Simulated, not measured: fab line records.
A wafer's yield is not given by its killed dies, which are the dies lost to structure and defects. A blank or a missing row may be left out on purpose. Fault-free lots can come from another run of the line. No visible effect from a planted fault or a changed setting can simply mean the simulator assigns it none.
Matching of chambers ; flow nandHarc ; 4 sister chambers for NHARC_A_CHANNEL_FILL_D2_ALD_14 on aldHk-01
The step deposits SiO2, target thk 2.5 nm, pulse time 10 s, ald cycles 25. 8 wafers are shown with their chamber, then 12 later ones without.

## EACH WAFER AND ITS CHAMBER
wafer;chamber;heaterPowerW (W);precursorPulseHeightRel
L083.3;3;472;1.016
L084.1;2;460;0.998
L084.5;1;439;0.977
L084.2;3;454;1.041
L084.3;1;435;0.997
L088.2;0;471;1.000
L088.3;2;452;0.970
L088.5;0;465;0.999

## WAFERS MISSING THEIR CHAMBER
wafer;heaterPowerW (W);precursorPulseHeightRel
L088.1;475;1.020
L088.4;437;0.991
L088.6;441;0.975
L093.3;446;0.990
L093.5;475;1.016
L093.6;435;0.989
L095.2;450;0.995
L095.5;451;1.038
L095.6;462;1.021
L097.1;467;1.025
L097.4;446;1.011
L097.5;454;1.001

## EACH ONE'S CHAMBER
wafer;from the rows above;in truth
L088.1;can't be placed: 0 or 3 or 2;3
L088.4;1;1
L088.6;can't be placed: 1 or 2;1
L093.3;can't be placed: 1 or 2 or 0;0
L093.5;can't be placed: 0 or 3 or 2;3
L093.6;1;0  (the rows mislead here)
L095.2;can't be placed: 2 or 1 or 0 or 3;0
L095.5;can't be placed: 3 or 0 or 2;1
L095.6;can't be placed: 3 or 0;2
L097.1;can't be placed: 3 or 0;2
L097.4;can't be placed: 1 or 2 or 3 or 0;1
L097.5;can't be placed: 2 or 0 or 3 or 1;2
Correctly placed: 1 of 12. Can't be placed from these rows: 10 (the true chamber is among the candidates in 7). 1 placed wrongly.
How it was worked out, from the rows above alone: a wafer's distance from a chamber is the root of the sum, over the readings, of the square of ((its reading less the chamber's mean) divided by the reading's scatter). If the next closest chamber is less than 2 further off than the closest, the wafer can't be placed; otherwise it belongs to the closest. The mean given for a chamber averages the wafers shown for that chamber. The scatter: take each reading less its chamber's mean, square it, sum over the shown wafers, divide by the number of wafers less the number of chambers, and take the root.
